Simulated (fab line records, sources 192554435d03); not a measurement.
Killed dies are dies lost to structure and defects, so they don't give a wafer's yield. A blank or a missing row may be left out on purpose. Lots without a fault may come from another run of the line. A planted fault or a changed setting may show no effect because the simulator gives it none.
fab line records | flow n5_finfet
record lots=13 wafers=39 last_day=17
route steps=1938 shown BEOL_M10@1529 BEOL_M11@1543
lots that met no fault: from a run of the same line without faults
start_h: hours from the record's first day to the start of the lot's first wafer shown | wait_h: hours since the lot's step before | " the same as in the row above | L1.1+2: a row that stands for several wafers | - no value, or no start given | * or withheld: withheld | < > ~ a bound
route shown NAME@n: a module of which the file shows steps, and the number in the route of the first | usual: mean/standard deviation of fault-free wafers | same: alike in all rows | chamber/n: place in a boat | sites: the reading at each site | _std_site: their standard deviation | _edge_site: outer sites' mean less inner sites' | radius_mm: how far each site lies from the wafer's centre | mask NAME#n: copy n | behind: the tool/chamber that last shaped the wafer | hold: why the lot was held/for how many hours/how that ended | device: the transistor (n, p or np) that didn't switch | end of line: the same wafers' tests at the end of the route | a step without rows: its recipe alone | killed: dies lost to structure and defects at the first sort, not the wafer's yield | map: a wafer's dies, x killed, . not, _ none there
set.NAME: the setting as run; set.NAME@STEP: as run at that earlier step | model.NAME: the simulator's own value behind a step, which no gauge read
steps of the route over a sample of lots; a table a step, a row a wafer
services: from which hour (start_h, from the record's first day; less than 0 if before it) a tool's chamber was out of use, for how many hours, and why
## steps
# step N5_BEOL_M10_ANNEAL_51
# recipe temp_c=225 time_s=90 ambient=N2
# usual wafer_temp_C_max=225.70/0.28
# columns lot.wafer tool chamber start_h wait_h wafer_temp_C_max
L406.2 rtp_anneal-01 0 235.25 3.2 225.63
L406.3 " 0 " " 225.74
L406.6 " 0 " " 225.91
L408.2 rtp_anneal-02 0 243.21 1.9 226.02
L408.3 " 0 " " 226.12
L408.5 " 0 " " 225.71
L409.3 rtp_anneal-02 0 250.38 1.1 226.09
L409.5 " 0 " " 225.52
L409.6 " 0 " " 225.79
L410.2 rtp_anneal-02 0 259.48 0.3 225.78
L410.4 " 0 " " 225.75
L410.6 " 0 " " 226.05
L412.1 rtp_anneal-01 0 267.15 0.1 225.58
L412.3 " 0 " " 225.22
L412.5 " 0 " " 225.93
L415.3 rtp_anneal-02 0 280.16 0.5 226.11
L415.4 " 0 " " 225.73
L415.5 " 0 " " 226.06
L414.2 rtp_anneal-01 0 287.78 0.3 225.72
L414.3 " 0 " " 225.52
L414.5 " 0 " " 225.72
L416.1 rtp_anneal-01 0 297.67 0.6 225.65
L416.2 " 0 " " 225.75
L416.4 " 0 " " 225.18
L417.2 rtp_anneal-02 0 305.31 0.8 225.90
L417.3 " 0 " " 226.08
L417.5 " 0 " " 226.02
L422.1 rtp_anneal-01 0 322.64 0.1 225.78
L422.2 " 0 " " 225.70
L422.6 " 0 " " 225.61
L426.1 rtp_anneal-01 0 341.14 2.1 225.16
L426.5 " 0 " " 225.22
L426.6 " 0 " " 225.43
L425.1 rtp_anneal-02 0 342.73 0.1 225.99
L425.4 " 0 " " 226.24
L425.5 " 0 " " 225.78
L427.1 rtp_anneal-02 0 362.21 0.1 225.85
L427.2 " 0 " " 225.90
L427.4 " 0 " " 226.25
# step N5_BEOL_M10_INSPECT_58
# recipe inspect_instrument=darkfield mode=post_dep
# usual raw_defect_count=76/25
# columns lot.wafer tool chamber start_h wait_h raw_defect_count
L406.2 defect_inspect-02 - 235.96 0.0 67
L406.3 " - " " 46
L406.6 " - " " 42
L408.2 defect_inspect-02 - 243.92 0.0 62
L408.3 " - " " 80
L408.5 " - " " 66
L409.3 defect_inspect-02 - 251.05 0.0 55
L409.5 " - " " 62
L409.6 " - " " 39
L410.2 defect_inspect-02 - 260.42 0.0 81
L410.4 " - " " 90
L410.6 " - " " 110
L412.1 defect_inspect-02 - 267.90 0.0 57
L412.3 " - " " 74
L412.5 " - " " 45
L415.3 defect_inspect-01 - 280.84 0.0 50
L415.4 " - " " 72
L415.5 " - " " 62
L414.2 defect_inspect-01 - 288.49 0.0 65
L414.3 " - " " 97
L414.5 " - " " 88
L416.1 defect_inspect-01 - 298.42 0.0 73
L416.2 " - " " 63
L416.4 " - " " 49
L417.2 defect_inspect-02 - 306.02 0.0 52
L417.3 " - " " 82
L417.5 " - " " 89
L422.1 defect_inspect-02 - 323.39 0.0 83
L422.2 " - " " 96
L422.6 " - " " 64
L426.1 defect_inspect-02 - 341.89 0.0 40
L426.5 " - " " 82
L426.6 " - " " 83
L425.1 defect_inspect-02 - 343.48 0.0 70
L425.4 " - " " 127
L425.5 " - " " 113
L427.1 defect_inspect-01 - 363.06 0.1 108
L427.2 " - " " 152
L427.4 " - " " 73
# step N5_BEOL_M11_COAT_05
# recipe resist=CAR-ArF spin_rpm=1500 resist_thk_nm=90
# usual spin_speed_rpm=1500.1/0.77
# columns lot.wafer tool chamber start_h wait_h spin_speed_rpm
L406.2 litho_track-05 0 236.82 - 1500.0
L406.3 " 0 " " 1500.7
L406.6 " 0 " " 1499.4
L408.2 litho_track-02 0 244.99 - 1499.5
L408.3 " 0 " " 1499.9
L408.5 " 0 " " 1500.1
L409.3 litho_track-02 0 253.49 - 1499.7
L409.5 " 0 " " 1499.6
L409.6 " 0 " " 1500.8
L410.2 litho_track-02 0 262.70 - 1500.5
L410.4 " 0 " " 1500.4
L410.6 " 0 " " 1501.1
L412.1 litho_track-05 0 269.81 - 1499.9
L412.3 " 0 " " 1500.1
L412.5 " 0 " " 1501.5
L415.3 litho_track-05 0 283.79 - 1500.8
L415.4 " 0 " " 1501.4
L415.5 " 0 " " 1500.6
L414.2 litho_track-05 0 290.24 - 1499.8
L414.3 " 0 " " 1500.3
L414.5 " 0 " " 1499.6
L416.1 litho_track-01 0 302.47 - 1498.5
L416.2 " 0 " " 1500.3
L416.4 " 0 " " 1499.9
L417.2 litho_track-05 0 306.98 - 1499.9
L417.3 " 0 " " 1499.8
L417.5 " 0 " " 1499.3
L422.1 litho_track-01 0 325.77 - 2058.5
L422.2 " 0 " " 2059.0
L422.6 " 0 " " 2057.9
L426.1 litho_track-02 0 342.90 - 1501.0
L426.5 " 0 " " 1500.3
L426.6 " 0 " " 1502.1
L425.1 litho_track-01 0 346.46 - 2060.0
L425.4 " 0 " " 2059.5
L425.5 " 0 " " 2056.7
L427.1 litho_track-02 0 366.00 - 1499.7
L427.2 " 0 " " 1499.6
L427.4 " 0 " " 1500.0
# step N5_BEOL_M11_CD_MEAS_11
# recipe target_cd_nm=64.1 landing_energy_ev=500 detector=se_inlens polarity=opening
# usual cd_nm=64.0/0.46
# columns lot.wafer tool chamber start_h wait_h cd_nm
L406.2 cd_sem-03 0 237.18 - 63.4
L406.3 " 0 " " 64.1
L406.6 " 0 " " 63.3
L408.2 cd_sem-03 0 245.36 - 64.2
L408.3 " 0 " " 63.4
L408.5 " 0 " " 63.5
L409.3 cd_sem-01 0 253.86 - 64.4
L409.5 " 0 " " 62.9
L409.6 " 0 " " 64.3
L410.2 cd_sem-01 0 263.07 - 63.7
L410.4 " 0 " " 63.6
L410.6 " 0 " " 64.0
L412.1 cd_sem-01 0 270.18 - 63.9
L412.3 " 0 " " 64.7
L412.5 " 0 " " 64.1
L415.3 cd_sem-02 0 284.15 - 64.3
L415.4 " 0 " " 64.0
L415.5 " 0 " " 64.3
L414.2 cd_sem-03 0 290.61 - 64.1
L414.3 " 0 " " 64.9
L414.5 " 0 " " 63.9
L416.1 cd_sem-02 0 302.71 - 63.9
L416.2 " 0 " " 64.3
L416.4 " 0 " " 64.6
L417.2 cd_sem-03 0 307.35 - 63.7
L417.3 " 0 " " 63.9
L417.5 " 0 " " 64.6
L422.1 cd_sem-03 0 326.01 - 65.6
L422.2 " 0 " " 64.8
L422.6 " 0 " " 64.6
L426.1 cd_sem-03 0 343.14 - 63.5
L426.5 " 0 " " 64.0
L426.6 " 0 " " 63.4
L425.1 cd_sem-02 0 346.69 - 64.6
L425.4 " 0 " " 64.6
L425.5 " 0 " " 65.4
L427.1 cd_sem-03 0 366.36 - 63.8
L427.2 " 0 " " 64.0
L427.4 " 0 " " 63.9
## services
# columns tool chamber start_h hours kind
rtp_anneal-01 - 337.16 3.7 pm
## key
first_sign step=N5_BEOL_M11_COAT_05 reading=spin_speed_rpm direction=up sigmas=99+ usual=* struck=*
effect step=N5_BEOL_M11_CD_MEAS_11 reading=cd_nm direction=up sigmas=2.1 usual=64.0 struck=64.9
met_at N5_BEOL_M11_COAT_05
struck_lots L422,L425
not_acting_at N5_BEOL_M10_ANNEAL_51,N5_BEOL_M10_INSPECT_58,N5_BEOL_M11_CD_MEAS_11
onset_between 302.47 325.77
fault kind=process_parameter_drift tool=litho_track-01 chamber=- onset_h=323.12 steps=N5_BEOL_M11_COAT_05 channel=spin_rpm offset=* shape=step end_h=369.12 acts_in=* stated=*
